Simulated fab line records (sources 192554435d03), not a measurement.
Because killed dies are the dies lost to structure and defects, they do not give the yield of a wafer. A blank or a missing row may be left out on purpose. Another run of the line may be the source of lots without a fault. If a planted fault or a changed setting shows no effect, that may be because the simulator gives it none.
Which tool did it?    flow n5-finfet    72 wafers from 24 lots sampled at 3 of the route's 1938 steps

WHAT THE GAUGES SHOWED, per wafer
N5_BEOL_M13_CD_MEAS_28: target cd 209.5 nm. Usual: 208.9 nm for cd-nm, sd 1.2.
lot   measured      on         cd-nm (nm)         flag
L074  day 10 08:02  cd-sem-02  208.7 209.9 211.1  
L076  day 10 14:11  cd-sem-01  209.3 207.9 208.9  
L075  day 10 16:19  cd-sem-02  210.9 209.4 209.5  
L077  day 10 20:55  cd-sem-01  209.7 210.5 208.5  
L078  day 11 00:28  cd-sem-01  208.2 207.3 208.0  
L079  day 11 06:25  cd-sem-03  209.8 209.6 208.4  
L080  day 11 08:04  cd-sem-03  208.7 208.6 207.9  
L082  day 11 12:08  cd-sem-02  208.8 209.2 209.3  
L081  day 11 17:56  cd-sem-01  208.4 209.9 210.8  
L083  day 11 19:26  cd-sem-02  207.6 208.8 207.9  
L084  day 12 02:39  cd-sem-02  210.4 207.7 207.9  
L088  day 15 11:50  cd-sem-02  209.7 207.4 209.6  
L095  day 16 01:26  cd-sem-01  208.9 208.8 208.3  
L094  day 16 03:08  cd-sem-03  210.2 211.2 212.2  
L090  day 16 03:52  cd-sem-02  209.7 209.2 210.6  
L085  day 16 09:05  cd-sem-01  211.3 209.5 208.4  
L089  day 16 20:59  cd-sem-03  208.4 206.8 206.9  
L092  day 16 23:00  cd-sem-02  210.1 211.0 210.0  
L091  day 16 23:19  cd-sem-01  208.7 208.6 209.8  
L093  day 17 14:41  cd-sem-03  207.4 207.2 208.0  
L087  day 17 15:02  cd-sem-03  207.9 208.0 208.4  
L096  day 17 16:11  cd-sem-02  208.5 207.8 207.7  
L086  day 18 06:25  cd-sem-01  208.8 209.9 207.4  
L097  day 18 05:51  cd-sem-02  207.5 209.8 208.5  

WHICH TOOL RAN EACH LOT (tool, then ch and the chambers of the sampled wafers, then the start)
lot   N5_BEOL_M12_ETCH_68                 N5_BEOL_M12_SPUTTER_43
L074  rie-diel-04 ch 0,1, day 10 04:20    pvd-sputter-01, day 10 05:25
L076  rie-diel-03 ch 1,2,3, day 10 10:28  pvd-sputter-03, day 10 11:15
L075  rie-diel-03 ch 1,2,3, day 10 12:44  pvd-sputter-01, day 10 13:30
L077  rie-diel-03 ch 1,2, day 10 17:00    pvd-sputter-02, day 10 17:44
L078  rie-diel-02 ch 1,2,3, day 10 20:38  pvd-sputter-02, day 10 21:31
L079  rie-diel-02 ch 1,3, day 11 02:49    pvd-sputter-01, day 11 03:41
L080  rie-diel-02 ch 0,2,3, day 11 04:26  pvd-sputter-01, day 11 05:15
L082  rie-diel-04 ch 0,2,3, day 11 08:34  pvd-sputter-03, day 11 09:32
L081  rie-diel-04 ch 1,3, day 11 11:01    pvd-sputter-01, day 11 13:56
L083  rie-diel-04 ch 1,2,3, day 11 12:37  pvd-sputter-03, day 11 14:34
L084  rie-diel-03 ch 0,2,3, day 11 22:49  pvd-sputter-03, day 11 23:45
L088  rie-diel-04 ch 0,3, day 15 07:56    pvd-sputter-01, day 15 09:13
L095  rie-diel-02 ch 0,3, day 15 21:11    pvd-sputter-03, day 15 22:34
L094  rie-diel-03 ch 1,2,3, day 15 23:30  pvd-sputter-01, day 16 00:25
L090  rie-diel-03 ch 1,3, day 16 00:17    pvd-sputter-01, day 16 01:01
L085  rie-diel-02 ch 0,2,3, day 16 00:34  pvd-sputter-02, day 16 06:21
L089  rie-diel-04 ch 1,2,3, day 16 15:10  pvd-sputter-02, day 16 18:05
L092  rie-diel-02 ch 1,2,3, day 16 15:38  pvd-sputter-03, day 16 20:03
L091  rie-diel-04 ch 0,1,2, day 16 17:49  pvd-sputter-03, day 16 20:29
L093  rie-diel-02 ch 1,2, day 17 06:52    pvd-sputter-03, day 17 11:58
L087  rie-diel-04 ch 0,1,3, day 17 08:53  pvd-sputter-01, day 17 12:19
L096  rie-diel-03 ch 1,2, day 17 09:18    pvd-sputter-01, day 17 12:48
L086  rie-diel-03 ch 0,1,3, day 17 22:15  pvd-sputter-02, day 18 03:41
L097  rie-diel-03 ch 0,1,3, day 17 23:08  pvd-sputter-01, day 18 02:52
- N5_BEOL_M12_ETCH_68: etches SOC in N2/H2, time 285 s.
- N5_BEOL_M12_SPUTTER_43: material TaN, target thk 15 nm, time 24.19 s.

WHAT THE TOOLS THEMSELVES READ (means of the sampled wafers that have a number; where no wafer has one, the mark that the record gives instead)
N5_BEOL_M12_ETCH_68. Usual: drypump-motor-current-A 5.9 A, standard deviation 0.43; oes-product-au 0.82 a.u., standard deviation 0.073; rf-fwd-power-W 2992 W, standard deviation 8.7; rf-vpp-V 524.6 V, standard deviation 2.8; showerhead-plenum-p-Torr 2.57 Torr, standard deviation 0.094; throttle-valve-pct 17.74 %, standard deviation 0.22.
lot   tool         drypump-motor-current-A (A)  oes-product-au (a.u.)  rf-fwd-power-W (W)  rf-vpp-V (V)  showerhead-plenum-p-Torr (Torr)  throttle-valve-pct (%)  flag
L074  rie-diel-04  6.3                          0.88                   2983                524.1         2.55                             17.59                   
L076  rie-diel-03  5.5                          0.77                   2995                524.9         2.59                             17.81                   
L075  rie-diel-03  5.5                          0.78                   2990                524.9         2.59                             17.81                   
L077  rie-diel-03  5.6                          0.77                   2989                524.6         2.55                             17.91                   
L078  rie-diel-02  6.2                          0.83                   2989                526.6         2.65                             17.70                   
L079  rie-diel-02  6.3                          0.86                   2996                525.8         2.63                             17.79                   
L080  rie-diel-02  6.2                          0.78                   2997                523.7         2.55                             17.86                   
L082  rie-diel-04  6.0                          0.81                   2986                521.4         2.45                             17.65                   
L081  rie-diel-04  6.0                          0.85                   2985                523.9         2.54                             17.60                   
L083  rie-diel-04  6.0                          0.81                   2989                521.9         2.48                             17.76                   
L084  rie-diel-03  5.4                          0.83                   2990                526.7         2.64                             17.72                   
L088  rie-diel-04  5.6                          0.84                   2989                521.4         2.46                             17.42                   
L095  rie-diel-02  6.4                          0.73                   2986                521.5         2.47                             18.05                   
L094  rie-diel-03  5.5                          0.82                   2993                525.2         2.58                             17.75                   
L090  rie-diel-03  5.6                          0.77                   2992                525.3         2.63                             17.71                   
L085  rie-diel-02  6.2                          0.74                   2999                523.5         2.54                             17.93                   
L089  rie-diel-04  6.0                          0.86                   2996                525.7         2.57                             17.69                   
L092  rie-diel-02  6.2                          0.78                   2985                526.3         2.63                             17.79                   
L091  rie-diel-04  6.3                          0.87                   2996                525.1         2.58                             17.69                   
L093  rie-diel-02  6.1                          0.75                   2994                525.9         2.64                             17.71                   
L087  rie-diel-04  6.0                          0.82                   2983                522.6         2.49                             17.56                   
L096  rie-diel-03  5.4                          0.85                   2999                523.4         2.52                             17.78                   
L086  rie-diel-03  5.7                          0.80                   2990                526.3         2.63                             17.73                   
L097  rie-diel-03  5.7                          0.80                   2994                527.0         2.63                             17.74                   

N5_BEOL_M12_SPUTTER_43. Usual: 30.0 % for throttle-valve-pct, sd 1.
lot   tool            throttle-valve-pct (%)  flag
L074  pvd-sputter-01  30.7                    
L076  pvd-sputter-03  29.5                    
L075  pvd-sputter-01  30.1                    
L077  pvd-sputter-02  28.7                    
L078  pvd-sputter-02  29.6                    
L079  pvd-sputter-01  30.2                    
L080  pvd-sputter-01  30.6                    
L082  pvd-sputter-03  29.5                    
L081  pvd-sputter-01  30.1                    
L083  pvd-sputter-03  29.5                    
L084  pvd-sputter-03  30.2                    
L088  pvd-sputter-01  30.0                    
L095  pvd-sputter-03  29.6                    
L094  pvd-sputter-01  30.3                    
L090  pvd-sputter-01  30.0                    
L085  pvd-sputter-02  29.2                    
L089  pvd-sputter-02  29.9                    
L092  pvd-sputter-03  30.1                    
L091  pvd-sputter-03  29.4                    
L093  pvd-sputter-03  31.1                    
L087  pvd-sputter-01  30.5                    
L096  pvd-sputter-01  30.6                    
L086  pvd-sputter-02  28.6                    
L097  pvd-sputter-01  30.6                    

THE ANSWER, worked out from the rows above alone
Rule: a lot is off if the mean of its wafers that have a number lies more than 3 standard deviations from the usual mean. Also off: a lot with no number at a reading for which 4 or more lots have one. All remaining lots with rows at the step are treated as sound. After the gauges, taken in route order, come the tools' own readings; for these a lot's mean is taken, as printed above. The first step at which some lot is off is used, and at that step the reading that is off furthest; a lot without a number counts as furthest.
No lot is off at any reading shown: from this, nothing can be told.

WHAT THE SIMULATOR PUT IN
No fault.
